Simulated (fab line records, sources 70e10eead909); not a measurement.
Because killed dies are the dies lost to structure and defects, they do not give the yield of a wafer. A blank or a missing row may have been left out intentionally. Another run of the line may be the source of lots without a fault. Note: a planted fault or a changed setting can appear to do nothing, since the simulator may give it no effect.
Which tool is to blame? ; flow nandHarc ; Sampling: 6 lots, 18 wafers, 2 of 1302 route steps

== WHAT EACH GAUGE READ, for each wafer ==
NHARC_P_ZERO_WELL_CD_MEAS_52: the cd target is 2000 nm.
lot;measured;on;cdNm (nm)
L395;day 2 11:29;cdSem-02;2004.1 2001.6 2001.9
L397;day 3 07:45;cdSem-03;2001.3 2003.0 1997.9
L399;day 4 03:41;cdSem-03;2004.0 1997.7 2001.1
L401;day 4 23:45;cdSem-01;1996.2 2003.4 2004.7
L403;day 5 19:58;cdSem-02;1999.8 2000.7 2005.6
L416;day 11 05:44;cdSem-02;2002.2 2001.9 2005.2

== WHAT TOOL EACH LOT RAN ON (gives the tool, then ch and the chambers of the sampled wafers, and finally the start) ==
lot;NHARC_P_ZERO_WELL_EXPOSE_49
L395;krfScanner-02 ch 0, day 2 11:20
L397;krfScanner-02 ch 0, day 3 07:36
L399;krfScanner-03 ch 0, day 4 03:32
L401;krfScanner-04 ch 0, day 4 23:36
L403;krfScanner-04 ch 0, day 5 19:49
L416;krfScanner-02 ch 0, day 11 05:35
- NHARC_P_ZERO_WELL_EXPOSE_49: exposes mask P HVPW, target cd 2000 nm.

== THE ANSWER, worked out from the rows above alone ==
Rule: what is usual is taken from the lots themselves. Put in order of their means at a reading, lots are off if they are a third of the lots or fewer, leave a main group of 4 or more, and stand apart from it by a gap of 3 or more times the standard deviation of the main group's means; of several such gaps the widest counts. If all means in a main group match to the digits the tables above print for the reading, that group is not used. Also off: a lot with no number at a reading for which 4 or more lots have one. The other lots that the step has rows for count as sound.
Across all readings shown, no lot is off: no conclusion can be drawn from this.

== WHAT THE SIMULATOR HAD PUT IN ==
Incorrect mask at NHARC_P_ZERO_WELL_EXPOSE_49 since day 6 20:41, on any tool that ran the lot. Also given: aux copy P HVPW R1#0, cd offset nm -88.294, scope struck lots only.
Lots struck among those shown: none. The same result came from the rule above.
